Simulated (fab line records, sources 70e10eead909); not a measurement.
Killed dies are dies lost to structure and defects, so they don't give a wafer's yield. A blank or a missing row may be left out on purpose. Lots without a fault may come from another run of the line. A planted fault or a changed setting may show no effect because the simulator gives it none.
fab line records | flow nand_harc
record lots=6 wafers=18 last_day=32
route steps=1302 shown A_SGD_CUT@910 A_SLIT@922 A_SIN_REMOVE@947 END@1302
lots that met no fault: from a run of the same line without faults
start_h: hours from the record's first day to the start of the lot's first wafer shown | wait_h: hours since the lot's step before | " the same as in the row above | L1.1+2: a row that stands for several wafers | - no value, or no start given | * or withheld: withheld | < > ~ a bound
route shown NAME@n: a module of which the file shows steps, and the number in the route of the first | usual: mean/standard deviation of fault-free wafers | same: alike in all rows | chamber/n: place in a boat | sites: the reading at each site | _std_site: their standard deviation | _edge_site: outer sites' mean less inner sites' | radius_mm: how far each site lies from the wafer's centre | mask NAME#n: copy n | behind: the tool/chamber that last shaped the wafer | hold: why the lot was held/for how many hours/how that ended | device: the transistor (n, p or np) that didn't switch | end of line: the same wafers' tests at the end of the route | a step without rows: its recipe alone | killed: dies lost to structure and defects at the first sort, not the wafer's yield | map: a wafer's dies, x killed, . not, _ none there
set.NAME: the setting as run; set.NAME@STEP: as run at that earlier step | model.NAME: the simulator's own value behind a step, which no gauge read
lots at some steps of the route; a table a step, a row a wafer
services: from which hour (start_h, from the record's first day; less than 0 if before it) a tool's chamber was out of use, for how many hours, and why
## steps
# step NHARC_A_SGD_CUT_STRIP_17
# recipe o2_flow_sccm=500 ar_flow_sccm=0 bias_w=0 chemistry=O2
# step NHARC_A_SGD_CUT_PRECLEAN_18
# recipe time_s=* temp_c=50 bath_age_min=0 chemistry=SC1
# step NHARC_A_SGD_CUT_SRD_19
# step NHARC_A_SGD_CUT_DEP_20
# recipe target_thk_a=1500 temp_c=65 material=SiO2
# step NHARC_A_SGD_CUT_ANNEAL_27
# recipe temp_c=450 time_s=1800
# step NHARC_A_SGD_CUT_CMP_21
# recipe target_thk_nm=148.19
# step NHARC_A_SGD_CUT_THK_MEAS_22
# recipe thk_meas_gauge=ellipsometry
# usual thk_nm=148.3/1.4
# columns lot.wafer tool chamber start_h wait_h thk_nm
L749.1 film_metro-01 - 445.13 0.2 148.5
L749.3 " - " " 150.6
L749.4 " - " " 150.6
L751.1 film_metro-02 - 461.49 0.2 148.0
L751.4 " - " " 147.6
L751.5 " - " " 146.7
L752.2 film_metro-01 - 479.26 0.2 147.3
L752.4 " - " " 149.2
L752.6 " - " " 149.1
L758.1 film_metro-02 - 560.25 0.2 151.6
L758.4 " - " " 149.3
L758.6 " - " " 147.5
L762.1 film_metro-02 - 591.81 0.2 147.5
L762.2 " - " " 147.8
L762.3 " - " " 148.8
L766.4 film_metro-01 - 632.70 0.2 149.3
L766.5 " - " " 149.0
L766.6 " - " " 151.4
# step NHARC_A_SGD_CUT_SRD_23
# step NHARC_A_SGD_CUT_ETCH_26
# recipe target_depth_a=458 chemistry=dHF material=SiO2
# step NHARC_A_SGD_CUT_ETCHBACK_24
# recipe target_depth_a=500 over_etch_frac=0.3 time_s=92.857 ion_energy_ev=120 ch3f_flow_sccm=50 o2_flow_sccm=30 ar_flow_sccm=200 rf_w=500 bias_w=100 chemistry=CH3F/O2
# step NHARC_A_SGD_CUT_STRIP_28
# recipe time_s=20 o2_flow_sccm=500 ar_flow_sccm=0 bias_w=0 chemistry=O2
# usual chamber_pressure_mTorr=60.00/0.049 drypump_motor_current_A=5.5/0.46 oes_product_au=1.003/0.011 rf_vpp_V=57.8/0.87 showerhead_plenum_p_Torr=3.54/0.14 throttle_valve_pct=17.038/0.0094
# columns lot.wafer tool chamber start_h wait_h chamber_pressure_mTorr drypump_motor_current_A oes_product_au rf_hours_counter_h rf_vpp_V showerhead_plenum_p_Torr throttle_valve_pct
L749.1 rie_diel-09 2 445.58 0.2 60.12 5.9 1.008 5 58.4 3.70 17.037
L749.4 " 2 " " 59.93 5.9 1.003 - 56.3 3.70 17.029
L749.3 " 3 " " 59.97 6.2 0.983 - 57.4 3.52 17.026
L751.1 rie_diel-10 1 461.96 0.1 60.03 5.2 1.015 1 58.6 3.36 17.044
L751.5 " 3 " " 59.92 5.1 0.989 - 57.7 3.31 17.033
L751.4 " 0 " " 60.00 5.0 1.000 - 57.6 3.49 17.063
L752.2 rie_diel-10 3 - - 59.97 5.1 0.998 2 56.6 3.31 17.043
L752.4 " 1 " " 59.96 5.2 1.006 2 55.8 3.36 17.038
L752.6 " 0 " " 60.05 5.0 1.003 - 57.4 3.49 17.043
L758.4 rie_diel-04 1 - - 60.01 6.5 1.009 1 57.6 3.69 17.027
L758.1 " 2 " " 60.08 5.2 1.019 2 57.5 3.39 17.034
L758.6 " 1 " " 60.01 6.5 1.023 - 59.3 3.69 17.041
L762.2 rie_diel-10 2 - - 59.94 5.2 1.016 10 57.9 3.65 17.034
L762.3 " 3 " " 60.00 5.1 0.982 11 57.1 3.30 17.026
L762.1 " 0 " " 59.88 5.0 0.996 10 57.2 3.48 17.035
L766.4 rie_diel-09 1 - - 60.02 5.7 1.019 6 57.4 3.56 17.047
L766.6 " 3 " " 60.02 6.2 0.992 - 58.4 3.52 17.045
L766.5 " 0 " " 59.98 5.7 1.013 - 59.1 3.66 17.046
# step NHARC_A_SGD_CUT_INSPECT_25
# usual raw_defect_count=385/67
# columns lot.wafer tool chamber start_h wait_h raw_defect_count
L749.1 defect_inspect-01 - 445.70 0.1 525
L749.3 " - " " 372
L749.4 " - " " 394
L751.1 defect_inspect-02 - 462.06 - 342
L751.4 " - " " 408
L751.5 " - " " 525
L752.2 defect_inspect-01 - 479.78 - 442
L752.4 " - " " 379
L752.6 " - " " 357
L758.1 defect_inspect-01 - 560.72 - 418
L758.4 " - " " 351
L758.6 " - " " 383
L762.1 defect_inspect-01 - 592.34 - 382
L762.2 " - " " 303
L762.3 " - " " 296
L766.4 defect_inspect-02 - 633.21 - 422
L766.5 " - " " 368
L766.6 " - " " 377
# step NHARC_A_SLIT_DEP_25
# recipe target_thk_a=2000 temp_c=400 pressure_torr=6.5 rf_w=900 teos_flow_sccm=161.4 flow_sccm=2650 target_thk_nm=200 gas=O2 material=SiO2
# usual heater_power_w=615/110 throttle_valve_pct=16.0/0.39
# columns lot.wafer tool chamber start_h wait_h heater_power_w throttle_valve_pct
L749.1 pecvd-01 1 445.81 0.1 501 15.9
L749.3 " 2 " " 689 16.5
L749.4 " 1 " " 510 16.1
L751.1 pecvd-03 2 462.17 0.1 710 15.5
L751.4 " 2 " " 730 15.4
L751.5 " 0 " " 581 15.6
L752.2 pecvd-03 2 479.87 0.1 655 15.3
L752.4 " 0 " " 561 15.6
L752.6 " 1 " " 614 15.9
L758.1 pecvd-03 2 560.83 0.1 598 15.2
L758.4 " 1 " " 522 16.5
L758.6 " 0 " " 602 15.4
L762.2 pecvd-03 0 592.56 0.2 560 15.3
L762.3 " 1 " " 525 16.3
L762.1 " 2 " " 634 15.4
L766.4 pecvd-01 2 633.57 0.4 660 15.5
L766.5 " 0 " " 850 16.3
L766.6 " 1 " " 502 16.3
# step NHARC_A_SLIT_DEP_00
# recipe target_thk_a=62000 temp_c=400 material=aC
# step NHARC_A_SLIT_DEP_23
# recipe target_thk_a=1000 target_thk_nm=100 temp_c=400 pressure_torr=3.5 flow_sccm=200 rf_w=350 material=SiON
# step NHARC_A_SLIT_DEHYDRATE_01
# recipe temp_c=150 time_s=120
# step NHARC_A_SLIT_HMDS_02
# recipe time_s=30
# step NHARC_A_SLIT_COAT_03
# recipe spin_rpm=1500 resist_thk_nm=90
# step NHARC_A_SLIT_SOFTBAKE_04
# recipe temp_c=105 time_s=55
# step NHARC_A_SLIT_EBR_05
# step NHARC_A_SLIT_EXPOSE_06
# recipe na=1.35 dose_mj=60.82 mask_id=SLIT
# step NHARC_A_SLIT_PEB_07
# recipe peb_temp_c=100 peb_time_s=65
# step NHARC_A_SLIT_DEVELOP_08
# recipe develop_time_s=35 dev_temp_c=23
# step NHARC_A_SLIT_CD_MEAS_09
# recipe target_cd_nm=300 landing_energy_ev=500
# usual cd_nm=300.0/0.49
# columns lot.wafer tool chamber start_h wait_h cd_nm
L749.1 cd_sem-02 0 454.22 - 300.3
L749.3 " 0 " " 300.3
L749.4 " 0 " " 301.0
L751.1 cd_sem-03 0 466.91 - 300.0
L751.4 " 0 " " 299.7
L751.5 " 0 " " 300.1
L752.2 cd_sem-01 0 484.55 - 300.1
L752.4 " 0 " " 300.2
L752.6 " 0 " " 300.7
L758.1 cd_sem-01 0 571.58 - 299.0
L758.4 " 0 " " 299.3
L758.6 " 0 " " 299.8
L762.1 cd_sem-02 0 598.30 - 300.4
L762.2 " 0 " " 299.7
L762.3 " 0 " " 300.4
L766.4 cd_sem-03 0 641.66 - 299.6
L766.5 " 0 " " 300.0
L766.6 " 0 " " 299.8
# step NHARC_A_SLIT_OVL_MEAS_10
# usual overlay_x_nm=-0.2/0.85 overlay_y_nm=0.3/0.83
# columns lot.wafer tool chamber start_h wait_h overlay_x_nm overlay_y_nm
L749.1 overlay-01 - 454.31 - -0.3 -0.2
L749.3 " - " " 0.2 0.6
L749.4 " - " " 0.2 -0.2
L751.1 overlay-02 - 467.00 - -0.5 -0.4
L751.4 " - " " -0.9 0.1
L751.5 " - " " -0.5 -0.4
L752.2 overlay-01 - 484.63 - -0.1 0.1
L752.4 " - " " -0.4 0.8
L752.6 " - " " -0.1 0.6
L758.1 overlay-02 - 571.67 - -0.3 1.0
L758.4 " - " " -0.5 0.7
L758.6 " - " " -0.4 0.5
L762.1 overlay-01 - 598.39 - 0.8 0.3
L762.2 " - " " 0.3 0.0
L762.3 " - " " 0.5 0.7
L766.4 overlay-02 - 641.74 - 0.3 -0.2
L766.5 " - " " -0.5 -0.1
L766.6 " - " " 0.0 0.1
# step NHARC_A_SLIT_DESCUM_14
# recipe time_s=3 o2_flow_sccm=200 ar_flow_sccm=0 bias_power_w=0 chemistry=O2
# step NHARC_A_SLIT_ETCH_24
# recipe target_depth_a=1210 time_s=60.5 cf4_flow_sccm=100 chf3_flow_sccm=30 ar_flow_sccm=0 rf_w=500 bias_w=200 chemistry=CF4/CHF3
# usual chamber_pressure_mTorr=25.001/0.022 drypump_motor_current_A=6.0/0.55 oes_product_au=0.966/0.016 rf_vpp_V=371.2/2.2 showerhead_plenum_p_Torr=1.59/0.06 throttle_valve_pct=16.802/0.0092
# columns lot.wafer tool chamber start_h wait_h chamber_pressure_mTorr drypump_motor_current_A oes_product_au rf_hours_counter_h rf_vpp_V showerhead_plenum_p_Torr throttle_valve_pct
L749.3 rie_diel-11 1 454.49 0.1 25.007 6.8 0.966 0.2 371.9 1.63 16.794
L749.4 " 2 " " 25.001 6.5 0.937 0.2 372.3 1.63 16.805
L749.1 " 0 " " 24.987 5.6 0.977 0.4 370.3 1.57 16.795
L751.4 rie_diel-08 2 467.19 0.1 25.020 6.8 0.969 5.6 374.1 1.68 16.808
L751.1 " 3 " " 24.996 5.1 0.977 5.6 369.8 1.56 16.815
L751.5 " 1 " " 25.004 5.5 0.975 - 373.6 1.64 16.795
L752.4 rie_diel-11 1 484.82 0.1 25.007 6.8 0.984 2.1 372.5 1.63 16.795
L752.2 " 3 " " 25.032 6.4 0.952 2.4 368.7 1.53 16.790
L752.6 " 2 " " 25.011 6.5 0.954 - 373.6 1.63 16.802
L758.4 rie_diel-11 3 571.85 0.1 25.020 6.4 0.967 6.3 369.6 1.53 16.787
L758.1 " 1 " " 25.003 6.7 0.966 7.5 372.3 1.63 16.809
L758.6 " 3 " " 25.020 6.4 0.957 - 368.9 1.53 16.822
L762.1 rie_diel-07 3 598.57 0.1 25.011 5.7 0.973 5.3 367.7 1.48 16.798
L762.3 " 0 " " 25.008 5.9 0.958 5.6 367.4 1.52 16.797
L762.2 " 1 " " 25.006 6.3 0.960 4.9 374.2 1.68 16.789
L766.4 rie_diel-08 0 641.92 0.1 25.010 5.9 0.981 5.2 372.5 1.65 16.809
L766.6 " 3 " " 24.974 5.0 0.990 - 369.5 1.56 16.806
L766.5 " 0 " " 24.962 5.9 0.982 - 374.7 1.65 16.804
# step NHARC_A_SLIT_ETCH_15
# recipe target_depth_a=62000 over_etch_frac=0.3 time_s=1612 ion_energy_ev=150 o2_flow_sccm=400 cos_flow_sccm=20 ar_flow_sccm=0 rf_w=500 bias_w=300 chemistry=O2/COS
# usual chamber_pressure_mTorr=20.001/0.017 drypump_motor_current_A=6.1/0.54 oes_product_au=0.998/0.0098 rf_vpp_V=314.6/1.9 showerhead_plenum_p_Torr=3.15/0.12 throttle_valve_pct=28.329/0.0099
# columns lot.wafer tool chamber start_h wait_h chamber_pressure_mTorr drypump_motor_current_A oes_product_au rf_hours_counter_h rf_vpp_V showerhead_plenum_p_Torr throttle_valve_pct
L749.1 rie_diel-11 2 - - 20.013 6.5 0.982 0.5 315.6 3.23 28.321
L749.4 " 3 " " 20.007 6.4 0.992 0.6 311.0 3.04 28.323
L749.3 " 0 " " 19.981 5.6 1.003 0.6 314.9 3.11 28.319
L751.1 rie_diel-08 2 - - 20.026 6.8 1.013 5.9 317.7 3.33 28.322
L751.4 " 3 " " 20.010 5.1 1.023 5.9 313.1 3.10 28.316
L751.5 " 2 " " 20.001 6.8 1.012 - 317.3 3.33 28.324
L752.4 rie_diel-11 3 - - 20.040 6.5 0.986 2.7 312.7 3.04 28.335
L752.2 " 0 " " 19.987 5.6 0.999 2.0 313.8 3.11 28.314
L752.6 " 2 " " 19.997 6.5 0.988 - 315.2 3.23 28.322
L758.4 rie_diel-11 2 - - 19.988 6.5 0.995 8.4 313.9 3.23 28.320
L758.1 " 1 " " 19.989 6.8 1.005 7.8 314.2 3.23 28.333
L758.6 " 3 " " 20.011 6.4 0.995 - 312.1 3.04 28.329
L762.2 rie_diel-07 1 - - 20.022 6.3 1.003 5.2 317.5 3.34 28.326
L762.1 " 2 " " 20.026 5.2 0.995 4.0 315.2 3.11 28.311
L762.3 " 3 " " 20.004 5.7 0.987 5.5 311.2 2.94 28.338
L766.4 rie_diel-08 3 - - 19.979 5.1 1.010 6.0 313.9 3.09 28.326
L766.6 " 2 " " 19.993 6.8 1.006 - 316.1 3.33 28.335
L766.5 " 3 " " 19.994 5.1 1.003 - 314.2 3.09 28.348
# step NHARC_A_SLIT_ETCH_17
# recipe bias_v=900 source_w=withheld pressure_mtorr=20 ar_flow_sccm=375 c4f8_flow_sccm=83.3 o2_flow_sccm=41.7 time_s=4254.5 target_depth_a=2.03e+05 chemistry=C4F8/O2/Ar
# step NHARC_A_SLIT_ETCH_26
# recipe bias_v=400 source_w=2000 pressure_mtorr=25 time_s=90 ar_flow_sccm=375 c4f8_flow_sccm=41.7 o2_flow_sccm=83.3 target_depth_a=4000 chemistry=C4F8/O2/Ar
# usual chamber_pressure_mTorr=25.000/0.022 drypump_motor_current_A=5.7/0.31 he_backside_leak_sccm=5.8/0.5 showerhead_plenum_p_Torr=3.631/0.03 throttle_valve_pct=27.620/0.0094
# columns lot.wafer tool chamber start_h wait_h chamber_pressure_mTorr drypump_motor_current_A he_backside_leak_sccm rf_hours_counter_h showerhead_plenum_p_Torr throttle_valve_pct
L749.1 har_etch-02 1 461.58 2.4 25.007 6.0 5.1 42 3.681 27.618
L749.3 " 0 " " 24.987 5.3 6.1 - 3.656 27.632
L749.4 " 1 " " 25.021 6.0 4.7 - 3.681 27.622
L751.1 har_etch-02 0 472.00 3.0 24.975 5.3 6.1 50 3.652 27.616
L751.4 " 1 " " 24.993 6.1 4.8 - 3.676 27.617
L751.5 " 1 " " 24.990 6.1 5.0 - 3.676 27.630
L752.2 har_etch-02 1 489.71 2.5 24.978 6.1 5.1 61 3.670 27.615
L752.4 " 0 " " 24.994 5.3 6.1 - 3.646 27.618
L752.6 " 1 " " 24.965 6.1 5.2 - 3.670 27.610
L758.1 har_etch-02 1 576.70 2.5 24.981 6.1 4.7 103 3.647 27.609
L758.4 " 0 " " 25.020 5.4 6.1 - 3.623 27.614
L758.6 " 1 " " 25.005 6.0 5.4 - 3.647 27.624
L762.1 har_etch-02 1 605.94 3.0 25.016 6.1 5.3 122 3.636 27.608
L762.2 " 0 " " 24.989 5.3 6.1 122 3.612 27.616
L762.3 " 1 " " 24.975 6.1 5.3 - 3.637 27.613
L766.4 har_etch-02 1 647.26 1.3 24.997 6.1 5.3 - 3.622 27.603
L766.5 " 0 " " 25.022 5.3 6.5 - 3.598 27.630
L766.6 " 1 " " 25.003 6.1 5.6 - 3.622 27.624
# step NHARC_A_SLIT_STRIP_28
# recipe o2_flow_sccm=400 cos_flow_sccm=20 ar_flow_sccm=0 bias_w=0 chemistry=O2/COS
# step NHARC_A_SLIT_ETCH_29
# recipe target_depth_a=1000 overetch_a=100 time_s=55 ion_energy_ev=100 cf4_flow_sccm=80 o2_flow_sccm=20 ar_flow_sccm=0 rf_w=300 bias_w=100 chemistry=CF4/O2
# step NHARC_A_SLIT_STRIP_18
# recipe o2_flow_sccm=500 ar_flow_sccm=0 bias_w=0 chemistry=O2
# usual chamber_pressure_mTorr=60.00/0.054 drypump_motor_current_A=6.0/0.57 oes_product_au=1.000/0.01 rf_vpp_V=57.9/0.9 showerhead_plenum_p_Torr=3.58/0.13 throttle_valve_pct=17.036/0.0093
# columns lot.wafer tool chamber start_h wait_h chamber_pressure_mTorr drypump_motor_current_A oes_product_au rf_hours_counter_h rf_vpp_V showerhead_plenum_p_Torr throttle_valve_pct
L749.3 rie_diel-07 3 - - 59.90 5.7 0.991 11 59.2 3.33 17.023
L749.4 " 1 " " 60.02 6.3 0.995 8 58.2 3.77 17.046
L749.1 " 2 " " 59.99 5.2 1.002 10 58.1 3.52 17.021
L751.4 rie_diel-11 2 - - 60.02 6.5 0.992 2 58.6 3.65 17.024
L751.1 " 1 " " 60.04 6.8 1.000 2 58.2 3.66 17.033
L751.5 " 3 " " 59.93 6.4 0.992 - 57.1 3.44 17.045
L752.4 rie_diel-07 2 - - 60.05 5.2 0.987 0 58.6 3.52 17.040
L752.2 " 3 " " 60.04 5.7 0.990 0 58.2 3.33 17.040
L752.6 " 1 " " 60.02 6.3 0.987 - 57.6 3.77 17.053
L758.4 rie_diel-08 0 - - 59.97 5.9 1.010 1 57.4 3.70 17.037
L758.1 " 3 " " 59.95 5.1 1.006 2 57.6 3.50 17.040
L758.6 " 1 " " 59.96 5.5 0.994 - 57.3 3.68 17.034
L762.2 rie_diel-11 0 - - 59.99 5.6 0.996 8 57.0 3.51 17.031
L762.3 " 1 " " 60.04 6.8 0.998 9 58.1 3.65 17.042
L762.1 " 2 " " 59.99 6.5 0.993 11 56.8 3.65 17.028
L766.4 rie_diel-07 3 - - 59.98 5.7 0.995 9 57.7 3.33 17.037
L766.5 " 2 " " 60.00 5.2 1.006 - 59.2 3.52 17.024
L766.6 " 3 " " 59.98 5.7 1.001 - 55.8 3.33 17.026
# step NHARC_A_SLIT_PRECLEAN_19
# recipe time_s=* temp_c=50 bath_age_min=0 chemistry=SC1
# step NHARC_A_SLIT_SRD_20
# step NHARC_A_SLIT_CD_MEAS_21
# usual cd_nm=289.6/0.75
# columns lot.wafer tool chamber start_h wait_h cd_nm
L749.1 cd_sem-03 - 462.96 - 288.5
L749.3 " - " " 289.5
L749.4 " - " " 289.8
L751.1 cd_sem-01 - 473.42 - 290.8
L751.4 " - " " 289.1
L751.5 " - " " 290.0
L752.2 cd_sem-01 - 491.10 - 289.2
L752.4 " - " " 289.0
L752.6 " - " " 289.5
L758.1 cd_sem-01 - 578.09 - 290.5
L758.4 " - " " 289.2
L758.6 " - " " 288.8
L762.1 cd_sem-02 - 607.36 - 291.1
L762.2 " - " " 290.0
L762.3 " - " " 289.1
L766.4 cd_sem-01 - 648.60 - 290.0
L766.5 " - " " 289.2
L766.6 " - " " 289.8
# step NHARC_A_SIN_REMOVE_WET_00
# recipe temp_c=160 time_s=15300 chemistry=H3PO4
# step NHARC_A_SIN_REMOVE_PRECLEAN_01
# recipe time_s=* temp_c=50 bath_age_min=0 chemistry=SC1
# step NHARC_A_SIN_REMOVE_SRD_02
# step NHARC_END_SORT_01
# recipe temp_c=25
# usual killed_at_array=55/20 killed_at_other=1.1/1.2 killed_at_periphery=3.8/2.8 killed_dies=60/19 killed_open=3.4/1.9 killed_short=2.2/1.5
# same gross_dies=677
# columns lot.wafer tool chamber start_h wait_h killed_at_array killed_at_other killed_at_periphery killed_dies killed_open killed_short
L758.1 prober-02 0 682.96 2.5 134 0 6 140 2 2
L758.4 prober-02 0 685.39 3.4 135 0 0 135 1 1
L758.6 prober-02 0 687.01 4.1 86 1 3 90 2 1
L762.1 prober-02 0 716.73 2.5 127 3 3 133 3 0
L762.2 prober-02 0 717.54 2.8 87 1 2 90 3 1
L762.3 prober-02 0 718.35 3.1 134 2 0 136 3 1
L766.6 prober-01 0 763.74 4.0 56 1 0 57 2 3
# killed by level:class
L758.1 A_SLIT:unspecified=98 A_CHANNEL_HOLE_D2:chamber_film_flake=12 A_CHANNEL_HOLE_D1:chamber_film_flake=6 P_STI:chamber_film_flake=4 A_STAIRCASE:chamber_film_flake=4 A_WL_FILL:chamber_film_flake=4 A_BONDPAD:chamber_film_flake=3 A_SGD_CUT:geometric_particle:short=2
L758.4 A_SLIT:unspecified=99 A_CHANNEL_HOLE_D2:chamber_film_flake=25 A_SLIT:chamber_film_flake=2 A_CONTACT:chamber_film_flake=2 A_WL_FILL:geometric_particle:short=1 A_BLC:geometric_particle:open=1 A_CHANNEL_HOLE_D1:chamber_film_flake=1 A_DECK1_JOINT:chamber_film_flake=1
L758.6 A_SLIT:unspecified=47 A_CHANNEL_HOLE_D2:chamber_film_flake=13 A_STAIRCASE:chamber_film_flake=5 A_CHANNEL_HOLE_D1:chamber_film_flake=4 A_SLIT:chamber_film_flake=4 A_CONTACT:chamber_film_flake=4 P_GATE:chamber_film_flake=3 A_BONDPAD:chamber_film_flake=3
L762.1 A_SLIT:unspecified=91 A_CHANNEL_HOLE_D1:chamber_film_flake=29 THIN_TSV:chamber_film_flake=3 P_M2:chamber_film_flake=2 A_SLIT:chamber_film_flake=2 A_DECK1_JOINT:geometric_particle:open=1 A_WL_FILL:geometric_particle:open=1 A_M0:geometric_particle:open=1
L762.2 A_SLIT:unspecified=41 A_CHANNEL_HOLE_D1:chamber_film_flake=30 A_SLIT:chamber_film_flake=8 A_SGD_CUT:geometric_particle:open=2 A_DECK1_JOINT:chamber_film_flake=2 A_CHANNEL_FILL_D1:geometric_particle:short=1 A_WL_FILL:geometric_particle:open=1 P_GATE:chamber_film_flake=1
L762.3 A_SLIT:unspecified=97 A_CHANNEL_HOLE_D1:chamber_film_flake=24 A_CHANNEL_FILL_D1:chamber_film_flake=4 A_DECK1_JOINT:chamber_film_flake=2 A_SLIT:chamber_film_flake=2 THIN_TSV:chamber_film_flake=2 A_CHANNEL_HOLE_D1:geometric_particle:open=1 A_DECK1_JOINT:geometric_particle:short=1
L766.6 A_CHANNEL_HOLE_D2:chamber_film_flake=24 A_CHANNEL_HOLE_D1:chamber_film_flake=12 A_SLIT:chamber_film_flake=3 A_DECK1_JOINT:chamber_film_flake=3 A_STAIRCASE:chamber_film_flake=3 A_ZERO_WELL:chamber_film_flake=2 A_CHANNEL_FILL_D1:geometric_particle:short=1 A_CHANNEL_HOLE_D2:geometric_particle:short=1
# map L758.1 (x killed, . not)
____________.____________
_________......._________
_______.......x..._______
______........x...x______
_____...........xx.x_____
____............xxxxx____
____...........xxxxxx____
___........x..xxxxxxxx___
___x...........xxxxxxx___
__............xxxxxxxxx__
__.x...........xxxxxxxx__
_.............xxxxxxxxx._
_.x............xxxxxxxxx_
_.........x...xxxxxxxxxx_
_...........x..xxxxxxxx._
_.x.........x..xxxxxxxxx_
.............x.....xxx...
.............x..x...xx...
.......x.................
.........................
....x................x...
_......x........x.x....._
_...............x..x...._
_.................xxxx.._
_.....x.....x....x..x..._
_.......x.........xx.x.._
__............x.....x..__
__.....x..........xx.x.__
___..................x___
___..x...x............___
____.................____
____.................____
_____...x..........._____
______.............______
_______..........._______
_________......._________
____________.____________
# map L762.3 (x killed, . not)
____________.____________
_________......x_________
_______..........._______
______.............______
_____.x............._____
____.................____
____...x.....x.......____
___..x.x..............___
___.xx.x..............___
__x.xxxx.x.............__
__xxxxxxx..x...........__
_.xxxxxxxx.............._
_.xxxxxxxxx............._
_.xxxxxxxx.............._
_xxxxxxxxx.x............_
_.xxxxxxxxxx............_
..xxxxxxxxx..............
..xxxxxxxx.x...x.........
xxxxxxxxxxx..............
xxxxxxxx.................
xx.xxxxx.................
_xxxx..............x...._
_xxx..xx................_
_xxx.x.................._
_......................._
_..x....x..............._
__.....................__
__.x....x..............__
___.................x.___
___.............x.....___
____.........x..x.x..____
____.................____
_____..............._____
______.............______
_______..........._______
_________......._________
____________.____________
## services
# columns tool chamber start_h hours kind
rie_diel-11 - 423.34 0.9 repair
rie_diel-09 2 430.54 1.7 repair
rie_diel-11 - 432.50 9.0 pm
rie_diel-07 0 437.49 3.0 repair
pecvd-01 1 438.37 7.3 repair
rie_diel-09 1 442.83 5.2 repair
rie_diel-09 - 443.49 1.4 repair
rie_diel-09 0 444.95 6.4 repair
pecvd-03 2 445.86 5.2 repair
rie_diel-10 2 461.76 3.8 repair
rie_diel-09 0 465.32 2.1 repair
rie_diel-07 - 471.20 9.0 pm
rie_diel-08 1 486.17 3.1 repair
pecvd-01 - 486.80 0.7 repair
pecvd-03 2 500.39 11.2 repair
rie_diel-07 2 509.15 8.3 repair
rie_diel-11 3 526.15 14.8 repair
rie_diel-08 - 544.81 9.0 pm
pecvd-03 - 547.00 13.0 pm
rie_diel-08 0 579.45 3.8 repair
rie_diel-10 - 596.56 9.0 pm
rie_diel-11 - 609.50 9.0 pm
rie_diel-08 1 615.17 13.5 repair
rie_diel-10 2 641.59 12.1 repair
## key
first_sign step=NHARC_END_SORT_01 reading=killed_at_array direction=up sigmas=3.1 usual=55 struck=117
effect step=NHARC_END_SORT_01 reading=killed_dies direction=up sigmas=3.1 usual=60 struck=121
more_kills_born_at NHARC_A_SLIT_DEP_25@pecvd-03=473
met_at NHARC_A_SLIT_DEP_25
struck_wafers L758.1,L758.4,L758.6,L762.1,L762.2,L762.3
tester_left_out L758,L762
onset_between 479.87 560.83
fault kind=chamber_particle_source tool=pecvd-03 chamber=- onset_h=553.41 steps=NHARC_A_SLIT_DEP_25 rate_per_visit_cm2=2.0044 end_h=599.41
# tester_left_out: of these lots the tester's yield and bins aren't shown, on N5 and GAA mostly nor the transistor test; their killed dies are dies lost to structure and defects alone, not to doping, threshold or leakage, so they don't give the yield
